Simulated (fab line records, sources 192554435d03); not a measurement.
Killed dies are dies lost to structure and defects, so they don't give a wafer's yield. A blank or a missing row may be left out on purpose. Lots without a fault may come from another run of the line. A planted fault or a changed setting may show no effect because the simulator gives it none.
Tool commonality check | flow n5_finfet | 8 lots, 24 wafers sampled

WHY IT WAS OPENED
At N5_SD_EPI_N_INSPECT_26 the reading raw_defect_count is flagged on 2 of 8 lots. Wafers without a fault read 220, standard deviation 46.
Rule: a lot is flagged when every wafer of it that has a number lies more than 4 standard deviations from that mean, or none has a number. The other lots count as sound.

lot  | measured    | on                | raw_defect_count, wafer by wafer | flag
L503 | day 4 03:22 | defect_inspect-02 | 264 270 252                      |
L506 | day 4 20:23 | defect_inspect-02 | 130 232 170                      |
L511 | day 6 01:59 | defect_inspect-01 | 803 851 791                      | FLAGGED
L512 | day 6 11:07 | defect_inspect-01 | 223 152 243                      |
L513 | day 6 13:16 | defect_inspect-01 | 790 829 855                      | FLAGGED
L520 | day 8 06:45 | defect_inspect-01 | 261 290 257                      |
L522 | day 8 20:02 | defect_inspect-01 | 196 242 246                      |
L523 | day 9 02:28 | defect_inspect-02 | 164 203 133                      |
The numbers of the flagged lots are 820 on average: +600 against the usual, or +13 standard deviations.

WHICH TOOL RAN EACH LOT
The record holds 4 process steps before the reading, out of a route of 1938 steps. In each cell: the tool, then ch and the chambers that the sampled wafers went through, then the start.
lot  | flag    | N5_SD_EPI_N_DESCUM_14             | N5_SD_EPI_N_ETCH_35               | N5_SD_EPI_N_ETCH_45               | N5_SD_EPI_N_PRECLEAN_24
L503 |         | rie_diel-05 ch 0,2,3, day 3 21:42 | rie_diel-05 ch 0,2,3, day 3 21:47 | rie_diel-05 ch 0,2,3, day 3 22:13 | wet_bench-02 ch 0,1,2, day 4 02:51
L506 |         | rie_diel-06 ch 0,2,3, day 4 13:17 | rie_diel-06 ch 0,2,3, day 4 13:23 | rie_diel-06 ch 0,2,3, day 4 13:48 | wet_bench-02 ch 0,3,7, day 4 19:47
L511 | FLAGGED | rie_diel-06 ch 0,1,2, day 5 22:03 | rie_diel-06 ch 0,1,2, day 5 22:08 | rie_diel-06 ch 0,1,2, day 5 22:34 | wet_bench-02 ch 2,4,5, day 6 01:29
L512 |         | rie_diel-06 ch 0,2,3, day 6 07:09 | rie_diel-06 ch 0,2,3, day 6 07:14 | rie_diel-06 ch 0,2,3, day 6 07:40 | wet_bench-05 ch 4,5,6, day 6 10:35
L513 | FLAGGED | rie_diel-03 ch 0,1,3, day 6 08:55 | rie_diel-03 ch 0,1,3, day 6 09:00 | rie_diel-03 ch 0,1,3, day 6 09:26 | wet_bench-02 ch 0,4,5, day 6 12:20
L520 |         | rie_diel-06 ch 0,3, day 8 02:46   | rie_diel-06 ch 0,3, day 8 02:52   | rie_diel-06 ch 0,3, day 8 03:17   | wet_bench-04 ch 1,3,5, day 8 06:14
L522 |         | rie_diel-05 ch 0,1,2, day 8 15:37 | rie_diel-05 ch 0,1,2, day 8 15:43 | rie_diel-05 ch 0,1,2, day 8 16:08 | wet_bench-05 ch 0,1,7, day 8 19:03
L523 |         | rie_diel-05 ch 0,1,2, day 8 22:30 | rie_diel-05 ch 0,1,2, day 8 22:35 | rie_diel-05 ch 0,1,2, day 8 23:01 | wet_bench-04 ch 2,3,7, day 9 01:57
What these steps do:
- N5_SD_EPI_N_DESCUM_14: chemistry O2, time 7.9 s.
- N5_SD_EPI_N_ETCH_35: etches SOC in N2/H2, overetch 108 nm, time 486 s.
- N5_SD_EPI_N_ETCH_45: etches SiOCN in CH3F/O2, target depth 6 nm.
- N5_SD_EPI_N_PRECLEAN_24: cleans in O3/DIW, time 60 s.
- N5_SD_EPI_N_INSPECT_26: inspects for defects (darkfield).

FLAGGED OVER TOTAL, TOOL BY TOOL (the gauges that took the reading come last)
step                    | tool              | lots run | flagged | share of the flagged lots | sound lots run after its first flagged lot
N5_SD_EPI_N_DESCUM_14   | rie_diel-03       | 1        | 1       | some                      | 0
N5_SD_EPI_N_DESCUM_14   | rie_diel-05       | 3        | 0       | none                      | -
N5_SD_EPI_N_DESCUM_14   | rie_diel-06       | 4        | 1       | some                      | 2 (L512,L520)
N5_SD_EPI_N_ETCH_35     | rie_diel-03       | 1        | 1       | some                      | 0
N5_SD_EPI_N_ETCH_35     | rie_diel-05       | 3        | 0       | none                      | -
N5_SD_EPI_N_ETCH_35     | rie_diel-06       | 4        | 1       | some                      | 2 (L512,L520)
N5_SD_EPI_N_ETCH_45     | rie_diel-03       | 1        | 1       | some                      | 0
N5_SD_EPI_N_ETCH_45     | rie_diel-05       | 3        | 0       | none                      | -
N5_SD_EPI_N_ETCH_45     | rie_diel-06       | 4        | 1       | some                      | 2 (L512,L520)
N5_SD_EPI_N_PRECLEAN_24 | wet_bench-02      | 4        | 2       | all                       | 0
N5_SD_EPI_N_PRECLEAN_24 | wet_bench-04      | 2        | 0       | none                      | -
N5_SD_EPI_N_PRECLEAN_24 | wet_bench-05      | 2        | 0       | none                      | -
N5_SD_EPI_N_INSPECT_26  | defect_inspect-01 | 5        | 2       | all                       | 3 (L512,L520,L522)
N5_SD_EPI_N_INSPECT_26  | defect_inspect-02 | 3        | 0       | none                      | -

WHAT THE TABLE ALLOWS
2 rows of the table ran every flagged lot: wet_bench-02 at N5_SD_EPI_N_PRECLEAN_24, defect_inspect-01 at N5_SD_EPI_N_INSPECT_26.
- wet_bench-02 at N5_SD_EPI_N_PRECLEAN_24: 2 of its 4 lots flagged. Its last sound lot is L506 (day 4 19:47), its first flagged lot L511 (day 6 01:29): a fault that began between those two fits.
- defect_inspect-01 at N5_SD_EPI_N_INSPECT_26: 2 of its 5 lots flagged. Sound lots ran on it after the first flagged one (L512, L520, L522), which a lasting fault on the whole tool wouldn't allow.
One tool is left: wet_bench-02 at N5_SD_EPI_N_PRECLEAN_24.

WHAT THE SIMULATOR HAD PUT IN
Chamber particle source: wet_bench-02, from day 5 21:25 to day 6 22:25, at N5_SD_EPI_N_PRECLEAN_24. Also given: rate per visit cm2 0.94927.
Lots struck among those shown: L511, L513. The rule above found the same.
